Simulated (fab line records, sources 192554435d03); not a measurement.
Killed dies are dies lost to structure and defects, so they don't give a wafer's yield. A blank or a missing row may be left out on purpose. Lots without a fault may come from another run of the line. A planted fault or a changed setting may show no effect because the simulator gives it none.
Chamber matching | flow n5_finfet | N5_BEOL_M14_ETCH_59 on rie_diel-04: 4 sister chambers
The step etches BARC in N2/H2, target depth 89 nm, overetch 26.7 nm, time 67.9 s. 4 wafers are shown with their chamber, then 8 later ones without.

WAFERS WITH THEIR CHAMBER
wafer  | chamber | drypump_motor_current_A (A)
L085.1 | 3       | 5.2
L085.4 | 2       | 5.4
L085.5 | 1       | 6.6
L088.2 | 0       | 5.8

WAFERS WITHOUT THEIR CHAMBER
wafer  | drypump_motor_current_A (A)
L088.4 | 5.4
L088.6 | 5.2
L089.2 | 5.2
L089.3 | 5.9
L089.6 | 5.4
L090.4 | 6.6
L090.5 | 5.8
L090.6 | 5.2

WHICH CHAMBER EACH WENT THROUGH
wafer  | from the rows above | in truth
L088.4 | 2                   | 2
L088.6 | 3                   | 3
L089.2 | 3                   | 3
L089.3 | 0                   | 0
L089.6 | 2                   | 2
L090.4 | 1                   | 1
L090.5 | 0                   | 0
L090.6 | 3                   | 3
Placed correctly: 8 of 8. Can't be placed from these rows: 0. Placed wrongly: 0.
How it was worked out, from the rows above alone: a wafer's distance from a chamber is the root of the sum, over the readings, of the square of ((its reading less the chamber's mean) divided by the reading's scatter). The wafer belongs to the nearest chamber; if the next one is less than 2 further off, it can't be placed. A chamber's mean is the mean of its shown wafers. The scatter: with one shown wafer a chamber, the root of the mean of the squares of how far each hidden wafer lies from its nearest shown one.
